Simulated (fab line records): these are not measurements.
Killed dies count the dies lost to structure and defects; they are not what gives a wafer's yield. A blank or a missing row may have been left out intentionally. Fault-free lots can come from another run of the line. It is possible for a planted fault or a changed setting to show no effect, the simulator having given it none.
Matching of chambers | flow n5Finfet | N5_BEOL_M1_STRIP_19 on rieDiel-04 has 4 sister chambers
The step strips in O2. 8 wafers are shown with their chamber, then 11 later ones without.

## WAFERS, EACH WITH ITS CHAMBER
wafer  | chamber | showerheadPlenumPTorr (Torr) | drypumpMotorCurrentA (A)
L084.5 | 2       | 2.20                         | 5.7
L089.4 | 3       | 2.16                         | 5.7
L090.1 | 0       | 2.08                         | 5.6
L090.6 | 0       | 2.08                         | 5.6
L092.1 | 3       | 2.16                         | 5.7
L092.2 | 2       | 2.19                         | 5.8
L092.4 | 1       | 2.16                         | 6.3
L093.1 | 1       | 2.16                         | 6.3

## WAFERS WITHOUT THEIR CHAMBER
wafer  | showerheadPlenumPTorr (Torr) | drypumpMotorCurrentA (A)
L093.3 | 2.19                         | 5.7
L093.4 | 2.08                         | 5.6
L096.1 | 2.16                         | 6.3
L096.4 | 2.19                         | 5.7
L096.5 | 2.07                         | 5.6
L094.1 | 2.19                         | 5.7
L094.3 | 2.07                         | 5.6
L094.6 | 2.16                         | 6.3
L097.1 | 2.15                         | 5.7
L097.4 | 2.07                         | 5.6
L097.6 | 2.19                         | 5.8

## WHICH CHAMBER EACH ONE RAN IN
wafer  | from the rows above | in truth
L093.3 | 2                   | 2
L093.4 | 0                   | 0
L096.1 | 1                   | 1
L096.4 | 2                   | 2
L096.5 | 0                   | 0
L094.1 | 2                   | 2
L094.3 | 0                   | 0
L094.6 | 1                   | 1
L097.1 | 3                   | 3
L097.4 | 0                   | 0
L097.6 | 2                   | 2
Correctly placed: 11 of 11. Not placeable from these rows: 0. Wrongly placed: 0.
How it was worked out, from the rows above alone: a wafer's distance from a chamber is the root of the sum, over the readings, of the square of ((its reading less the chamber's mean) divided by the reading's scatter). The wafer belongs to the nearest chamber; if the next one is less than 2 further off, it can't be placed. For every chamber, the mean is computed from those of its wafers that are shown. The scatter: take each reading less its chamber's mean, square it, sum over the shown wafers, divide by the number of wafers less the number of chambers, and take the root.
